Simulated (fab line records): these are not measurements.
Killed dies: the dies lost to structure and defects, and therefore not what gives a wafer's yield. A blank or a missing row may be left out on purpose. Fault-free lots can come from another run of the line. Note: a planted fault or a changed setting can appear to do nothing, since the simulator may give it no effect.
Split-lot experiment    flow n5Finfet    on a route of 1938 steps: 7 lots, 21 wafers read

## THE SPLIT
At N5_BEOL_M5_COAT_66 (time 60 s, resist thk 12 nm), the setting spinRpm was moved away from the recipe's 1500 rpm on 2 of the 21 wafers read, by +3.3% to +6.9%. All remaining wafers had this setting at the recipe value.

## FROM THE SPLIT TO THE READING: what the file shows between them, 5 steps
- N5_BEOL_M5_COAT_74: time 60 s, resist thk 5 nm (also split here: spinRpm)
- N5_BEOL_M5_COAT_22: resist thk 30 nm
- N5_BEOL_M5_EBR_24
- N5_BEOL_M5_DESCUM_33: chemistry O2, time 7 s
- N5_BEOL_M5_ETCH_75: etches underlayer in N2/H2, target depth 6.5 nm, time 5.2 s

## THE READING
etch.depthNm (the simulator's own value, which no gauge read), in nm, at N5_BEOL_M5_ETCH_67 (etches SiARC in CF4, target depth 15.6 nm, time 26 s). The file does not state a usual value for it. Across the 19 wafers here that went through the recipe, the average is 12.03 nm and the standard deviation 0.034 nm.

wafer   tool, chamber at the split  spinRpm as run, rpm  against the recipe  etch.depthNm, nm  against lot-mates on the recipe
L075.2  lithoTrack-01, 0            1500                 recipe              12.06             -
L075.4  lithoTrack-01, 0            1550                 +3.3%               11.83             -0.21
L075.6  lithoTrack-01, 0            1500                 recipe              12.02             -
L076.2  lithoTrack-01, 0            1500                 recipe              12.09             -
L076.6  lithoTrack-01, 0            1500                 recipe              12.09             -
L076.4  lithoTrack-01, 0            1500                 recipe              12.05             -
L079.1  lithoTrack-04, 0            1500                 recipe              12.01             -
L079.4  lithoTrack-04, 0            1604                 +6.9%               11.63             -0.39
L079.6  lithoTrack-04, 0            1500                 recipe              12.03             -
L083.2  lithoTrack-01, 0            1500                 recipe              12.06             -
L083.5  lithoTrack-01, 0            1500                 recipe              12.06             -
L083.4  lithoTrack-01, 0            1500                 recipe              12.02             -
L087.1  lithoTrack-04, 0            1500                 recipe              11.99             -
L087.5  lithoTrack-04, 0            1500                 recipe              11.97             -
L087.6  lithoTrack-04, 0            1500                 recipe              11.97             -
L092.1  lithoTrack-01, 0            1500                 recipe              12                -
L092.5  lithoTrack-01, 0            1500                 recipe              12.01             -
L092.6  lithoTrack-01, 0            1500                 recipe              12.03             -
L096.2  lithoTrack-01, 0            1500                 recipe              12.06             -
L096.3  lithoTrack-01, 0            1500                 recipe              12.02             -
L096.4  lithoTrack-01, 0            1500                 recipe              12.01             -

FIT RESULTS
A straight line over all 21 wafers: etch.depthNm changes by -0.0579 nm for each +1% of spinRpm; r = -0.94; the points scatter about the line by 0.034 nm.
The same after taking each lot's own level away (the mean of its wafers on the recipe; 21 wafers): -0.0574 nm for each +1%; r = -0.98; scatter 0.017 nm.
The reading moves by 0.4 nm for the largest change in spinRpm, on that fit.
The lots' own levels span 11.977 to 12.077 nm, that is 2.9 times the standard deviation above.
The two slopes agree, so the slope changes little with the lot-to-lot level.
Check: with one of the wafers moved furthest among these (+6.9%) left out of the fit, the line predicts -0.437 nm for it against its lot-mates. Against them it came out at -0.39 nm.

## THE OTHER SPLITS THESE WAFERS WENT THROUGH
These wafers also went through other splits before the reading. Each is held against what the fit with the lots' levels taken away leaves over:
other split on the same wafers  wafers away from the commonest value  r with etch.depthNm (lot level and that fit taken away)
N5_BEOL_M4_COAT_22 spinRpm      10                                    -0.09
N5_BEOL_M5_COAT_74 spinRpm      11                                    -0.05

## THE FILE'S OWN FIT
etch.depthNm changes by -0.0584 nm for each +1% of spinRpm, r = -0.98.
